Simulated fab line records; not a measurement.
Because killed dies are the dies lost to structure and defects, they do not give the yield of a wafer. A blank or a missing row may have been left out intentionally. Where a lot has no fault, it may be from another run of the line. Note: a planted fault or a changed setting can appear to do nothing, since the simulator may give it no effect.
Chamber matching ; flow n5Finfet ; rieDiel-05 running N5_BEOL_M12_ETCH_38: 4 sister chambers
The step etches SiCN in CF4/N2, target depth 68.7 nm, time 73.4 s. 4 wafers are shown with their chamber, then 11 later ones without.

## WAFERS WITH THEIR CHAMBER
wafer;chamber;showerheadPlenumPTorr (Torr)
L088.5;1;2.17
L093.2;3;2.25
L093.5;0;2.14
L094.1;2;2.24

## WAFERS WITH NO CHAMBER GIVEN
wafer;showerheadPlenumPTorr (Torr)
L094.5;2.16
L094.6;2.14
L095.1;2.25
L095.4;2.16
L095.5;2.14
L096.1;2.15
L096.2;2.23
L096.5;2.23
L097.2;2.14
L097.3;2.23
L097.5;2.25

## CHAMBER TAKEN BY EACH
wafer;from the rows above;in truth
L094.5;can't be placed: 1 or 0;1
L094.6;0;0
L095.1;can't be placed: 3 or 2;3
L095.4;can't be placed: 1 or 0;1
L095.5;0;0
L096.1;can't be placed: 0 or 1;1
L096.2;can't be placed: 2 or 3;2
L096.5;can't be placed: 2 or 3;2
L097.2;0;0
L097.3;can't be placed: 2 or 3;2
L097.5;can't be placed: 3 or 2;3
Correct placement for 3 of the 11. Not placeable from these rows: 8 (in 8, the candidates include the true chamber). Number placed wrongly: 0.
How it was worked out, from the rows above alone: a wafer's distance from a chamber is the root of the sum, over the readings, of the square of ((its reading less the chamber's mean) divided by the reading's scatter). If the next closest chamber is less than 2 further off than the closest, the wafer can't be placed; otherwise it belongs to the closest. For every chamber, the mean is computed from those of its wafers that are shown. The scatter: with one shown wafer a chamber, the root of the mean of the squares of how far each hidden wafer lies from its nearest shown one.
